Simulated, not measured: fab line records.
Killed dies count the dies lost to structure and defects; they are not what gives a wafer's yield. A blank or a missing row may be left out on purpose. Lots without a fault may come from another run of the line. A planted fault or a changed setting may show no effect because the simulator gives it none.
Lot-split experiment + flow n5_finfet + on a route of 1938 steps: 7 lots, 21 wafers read

== THE SPLIT ITSELF ==
At N5_BEOL_M14_ETCH_59 (etches BARC in N2/H2, target depth 89 nm, overetch 26.7 nm, time 67.9 s), the setting time_s was moved away from the recipe's 67.9 s on 7 of the 21 wafers read, by -18.1% to +21.5%. For the rest of the wafers, this setting stayed at what the recipe calls for.

Reading taken at the split's own step.

== THE READING ==
coat_of_BEOL_M14_COAT_04.thk_nm (the simulator's own value, which no gauge read), in nm, at N5_BEOL_M14_ETCH_59 (etches BARC in N2/H2, target depth 89 nm, overetch 26.7 nm, time 67.9 s). The file does not state a usual value for it. Average 717.2 nm, standard deviation 2.5 nm, over the 14 wafers here run with the recipe.

| wafer  | tool, chamber at the split | time_s as run, s | against the recipe | coat_of_BEOL_M14_COAT_04.thk_nm, nm | against lot-mates on the recipe |
|--------|----------------------------|------------------|--------------------|-------------------------------------|---------------------------------|
| L075.2 | rie_diel-04, 1             | 63.48            | -6.5%              | 719.8                               | +3.4                            |
| L075.4 | rie_diel-04, 3             | 67.9             | recipe             | 716.4                               | -                               |
| L075.6 | rie_diel-04, 0             | 63.48            | -6.5%              | 725.6                               | +9.2                            |
| L078.1 | rie_diel-03, 2             | 55.64            | -18.1%             | 730.6                               | +12.0                           |
| L078.4 | rie_diel-03, 2             | 67.9             | recipe             | 719.8                               | -                               |
| L078.6 | rie_diel-03, 3             | 67.9             | recipe             | 717.4                               | -                               |
| L082.2 | rie_diel-04, 1,2           | 67.9             | recipe             | 717.2                               | -                               |
| L082.6 | rie_diel-04, 1,2           | 67.9             | recipe             | 717.2                               | -                               |
| L082.3 | rie_diel-04, 3             | 82.51            | +21.5%             | 705.4                               | -11.8                           |
| L084.1 | rie_diel-04, 0             | 67.9             | recipe             | 722                                 | -                               |
| L084.2 | rie_diel-04, 3             | 67.9             | recipe             | 718.4                               | -                               |
| L084.3 | rie_diel-04, 2             | 67.9             | recipe             | 715.6                               | -                               |
| L087.4 | rie_diel-04, 3             | 67.9             | recipe             | 714.2                               | -                               |
| L087.5 | rie_diel-04, 2             | 67.9             | recipe             | 712                                 | -                               |
| L087.6 | rie_diel-04, 3             | 67.9             | recipe             | 716.8                               | -                               |
| L093.2 | rie_diel-06, 2             | 67.9             | recipe             | 719.8                               | -                               |
| L093.4 | rie_diel-06, 3             | 75.46            | +11.1%             | 712.8                               | -7.0                            |
| L093.5 | rie_diel-06, 2             | 75.46            | +11.1%             | 713                                 | -6.8                            |
| L096.1 | rie_diel-04, 0             | 67.9             | recipe             | 719.2                               | -                               |
| L096.4 | rie_diel-04, 2             | 67.9             | recipe             | 715.4                               | -                               |
| L096.5 | rie_diel-04, 2             | 78.26            | +15.3%             | 705.2                               | -12.1                           |
When a row names more than one chamber, that row covers several wafers, and the file does not tell which wafer ran in which chamber.

FIT RESULTS
A straight line over all 21 wafers: coat_of_BEOL_M14_COAT_04.thk_nm changes by -0.635 nm for each +1% of time_s; r = -0.90; the points scatter about the line by 2.6 nm.
The same after taking each lot's own level away (the mean of its wafers on the recipe; 21 wafers): -0.663 nm for each +1%; r = -0.94; scatter 2 nm.
That fit puts the effect of the largest move of time_s on the reading at 14 nm.
Measured against the standard deviation above, the lots' own levels, which go from 714.33 to 719.80 nm, span 2.2 times it.
The two slopes agree, so the slope changes little with the lot-to-lot level.
Check: -15.2 nm against its lot-mates is what the line predicts for one of the wafers moved furthest among these (+21.5%) when that wafer is left out of the fit. It came out at -11.8 nm against them.

== ADDITIONAL SPLITS CARRIED BY THESE WAFERS ==
These wafers also went through other splits before the reading. Each is held against what the fit with the lots' levels taken away leaves over:
| other split on the same wafers | wafers away from the commonest value | r with coat_of_BEOL_M14_COAT_04.thk_nm (lot level and that fit taken away) |
|--------------------------------|--------------------------------------|----------------------------------------------------------------------------|
| N5_BEOL_M11_COAT_05 spin_rpm   | 5                                    | +0.11                                                                      |
| N5_BEOL_M11_VIA_ETCH_34 time_s | 7                                    | -0.06                                                                      |
| N5_BEOL_M11_ETCH_41 time_s     | 5                                    | -0.11                                                                      |

== FILE'S OWN FIT ==
coat_of_BEOL_M14_COAT_04.thk_nm changes by -0.651 nm for each +1% of time_s, r = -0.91.
